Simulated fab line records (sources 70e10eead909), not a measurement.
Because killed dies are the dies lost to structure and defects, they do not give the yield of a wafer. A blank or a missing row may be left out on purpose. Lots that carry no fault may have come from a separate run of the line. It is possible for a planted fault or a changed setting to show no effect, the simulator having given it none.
What tool caused it?    flow nandHarc    Sampling: 13 lots, 39 wafers, 5 of 1159 route steps

== WHAT EACH GAUGE READ, for each wafer ==
NHARC_A_CHANNEL_FILL_D1_INSPECT_13. Usual: rawDefectCount reads 307 (standard deviation 140).
lot   measured      on                rawDefectCount  flag
L785  day 10 05:39  defectInspect-01  398 448 310     
L787  day 10 23:59  defectInspect-02  232 137 198     
L786  day 11 00:02  defectInspect-02  354 469 409     
L788  day 11 00:10  defectInspect-02  232 242 312     
L790  day 11 07:36  defectInspect-01  193 306 169     
L789  day 11 14:31  defectInspect-02  599 460 190     
L795  day 13 07:07  defectInspect-02  174 211 335     
L800  day 14 14:09  defectInspect-02  271 440 383     
L803  day 15 02:44  defectInspect-01  289 361 232     
L802  day 15 02:55  defectInspect-02  209 252 357     
L806  day 15 16:22  defectInspect-02  408 177 614     
L807  day 16 04:38  defectInspect-02  216 293 205     
L808  day 16 12:01  defectInspect-02  307 396 303     

NHARC_END_SORT_01. Usual: killedAtArray 28, standard deviation 12; killedAtOther 0.8, standard deviation 1.1; killedAtPeriphery 3.6, standard deviation 2.3; killedDies 32, standard deviation 12; killedOpen 3.4, standard deviation 1.9; killedShort 2.0, standard deviation 1.3.
lot   measured      on         killedAtArray  killedAtOther  killedAtPeriphery  killedDies  killedOpen  killedShort  flag
L803  day 23 16:52  prober-02  36 36 27       1 1 1          2 2 5              39 39 33    5 3 3       2 2 1        

== WHICH TOOL RAN EACH LOT (tool, then ch and the chambers of the sampled wafers, then the start) ==
lot   NHARC_A_CHANNEL_HOLE_D1_ETCH_33  NHARC_A_CHANNEL_FILL_D1_ALD_14   NHARC_A_CHANNEL_FILL_D1_ALD_25
L785  harEtch-01 ch 0,1, day 8 03:53   aldHk-02 ch 2,3, day 8 12:52     aldHk-01 ch 0,3, day 9 17:43
L787  harEtch-01 ch 0,1, day 8 20:55   aldHk-02 ch 0,2,3, day 9 06:20   aldHk-02 ch 0,2,3, day 10 13:42
L786  harEtch-02 ch 0, day 9 00:25     aldHk-01 ch 0,2,3, day 9 09:24   aldHk-04 ch 1,3, day 10 11:54
L788  harEtch-01 ch 0,1, day 9 03:01   aldHk-01 ch 0,1,3, day 9 09:37   aldHk-01 ch 0,3, day 10 11:54
L790  harEtch-01 ch 0,1, day 9 07:56   aldHk-04 ch 1,2, day 9 16:54     aldHk-02 ch 1,2, day 10 20:07
L789  harEtch-02 ch 0,1, day 9 11:51   aldHk-04 ch 0,1,2, day 9 21:22   aldHk-01 ch 0,2,3, day 11 02:23
L795  harEtch-02 ch 0,1, day 11 00:46  aldHk-04 ch 0,2,3, day 11 11:25  aldHk-04 ch 2,3, day 12 19:44
L800  harEtch-01 ch 0,1, day 12 11:31  aldHk-01 ch 0,1,2, day 12 20:34  aldHk-02 ch 0,1,2, day 14 03:21
L803  harEtch-02 ch 0,1, day 13 00:55  aldHk-02 ch 0,3, day 13 10:00    aldHk-01 ch 1,3, day 14 15:13
L802  harEtch-01 ch 0,1, day 13 01:08  aldHk-04 ch 0,3, day 13 10:02    aldHk-02 ch 0,1,3, day 14 15:52
L806  harEtch-02 ch 0,1, day 13 13:20  aldHk-02 ch 0,1,2, day 13 21:42  aldHk-02 ch 1,2,3, day 15 04:07
L807  harEtch-02 ch 0,1, day 14 01:25  aldHk-01 ch 0,3, day 14 11:25    aldHk-01 ch 2,3, day 15 16:35
L808  harEtch-02 ch 0,1, day 14 08:56  aldHk-04 ch 1,3, day 14 17:52    aldHk-04 ch 0,1,2, day 15 23:59
- NHARC_A_CHANNEL_HOLE_D1_ETCH_33: etches the open film in C4F8/O2/Ar, time 90 s, target depth 400 nm.
- NHARC_A_CHANNEL_FILL_D1_ALD_14: deposits SiO2, target thk 2.5 nm, pulse time 10 s, ald cycles 25.
- NHARC_A_CHANNEL_FILL_D1_ALD_25: deposits SiOx, target thk 60 nm, pulse time 10 s, ald cycles 600.

== AS READ BY THE TOOLS THEMSELVES (means over the sampled wafers that have a number; for cases with no such wafer, the mark the record gives instead) ==
NHARC_A_CHANNEL_HOLE_D1_ETCH_33. Usual: drypumpMotorCurrentA 5.95 A, standard deviation 0.27; showerheadPlenumPTorr 3.82 Torr, standard deviation 0.062; tempC -20.01 C, standard deviation 0.087; throttleValvePct 27.618 %, standard deviation 0.0093.
lot   tool        drypumpMotorCurrentA (A)  showerheadPlenumPTorr (Torr)  tempC (C)  throttleValvePct (%)  flag
L785  harEtch-01  5.96                      3.79                          -20.01     27.621                
L787  harEtch-01  5.82                      3.82                          -20.09     27.624                
L786  harEtch-02  5.73                      3.92                          -20.06     27.617                
L788  harEtch-01  5.81                      3.82                          -20.02     27.619                
L790  harEtch-01  5.97                      3.78                          -20.12     27.612                
L789  harEtch-02  5.91                      3.88                          -20.01     27.621                
L795  harEtch-02  6.11                      3.84                          -19.97     27.627                
L800  harEtch-01  5.97                      3.77                          -19.92     27.625                
L803  harEtch-02  5.91                      3.86                          -20.04     27.626                
L802  harEtch-01  5.81                      3.80                          -20.02     27.624                
L806  harEtch-02  6.10                      3.82                          -20.01     27.606                
L807  harEtch-02  5.91                      3.85                          -20.06     27.618                
L808  harEtch-02  6.10                      3.81                          -20.04     27.618                

NHARC_A_CHANNEL_FILL_D1_ALD_14. Usual: heaterPowerW 451 W, standard deviation 48; precursorPulseHeightRel 1.000, standard deviation 0.017.
lot   tool      heaterPowerW (W)  precursorPulseHeightRel  flag
L785  aldHk-02  466               0.990                    
L787  aldHk-02  466               0.987                    
L786  aldHk-01  433               1.004                    
L788  aldHk-01  461               0.996                    
L790  aldHk-04  425               0.998                    
L789  aldHk-04  403               1.008                    
L795  aldHk-04  438               1.026                    
L800  aldHk-01  442               1.004                    
L803  aldHk-02  476               0.997                    
L802  aldHk-04  442               0.993                    
L806  aldHk-02  507               1.006                    
L807  aldHk-01  462               0.980                    
L808  aldHk-04  501               0.994                    

NHARC_A_CHANNEL_FILL_D1_ALD_25. Usual: heaterPowerW 450 W, standard deviation 48; precursorPulseHeightRel 1.001, standard deviation 0.02.
lot   tool      heaterPowerW (W)  precursorPulseHeightRel  flag
L785  aldHk-01  460               0.989                    
L787  aldHk-02  485               0.991                    
L786  aldHk-04  490               0.981                    
L788  aldHk-01  450               0.999                    
L790  aldHk-02  493               1.006                    
L789  aldHk-01  432               1.026                    
L795  aldHk-04  486               0.979                    
L800  aldHk-02  501               0.983                    
L803  aldHk-01  482               1.007                    
L802  aldHk-02  468               0.996                    
L806  aldHk-02  474               1.028                    
L807  aldHk-01  421               1.004                    
L808  aldHk-04  403               1.004                    

== THE ANSWER, worked out from the rows above alone ==
Rule: a lot is off if the mean of its wafers that have a number lies more than 3 standard deviations from the usual mean. Also off: a lot with no number at a reading for which 4 or more lots have one. Where the step has rows for the other lots, those lots are counted as sound. Order of review: gauges by route order, followed by the tools' own readings, for which a lot's mean as printed above is used. The first step at which some lot is off is used, and at that step the reading that is off furthest; a lot without a number counts as furthest.
None of the lots is off at any reading shown; this tells nothing.

== WHAT HAD BEEN PUT IN BY THE SIMULATOR ==
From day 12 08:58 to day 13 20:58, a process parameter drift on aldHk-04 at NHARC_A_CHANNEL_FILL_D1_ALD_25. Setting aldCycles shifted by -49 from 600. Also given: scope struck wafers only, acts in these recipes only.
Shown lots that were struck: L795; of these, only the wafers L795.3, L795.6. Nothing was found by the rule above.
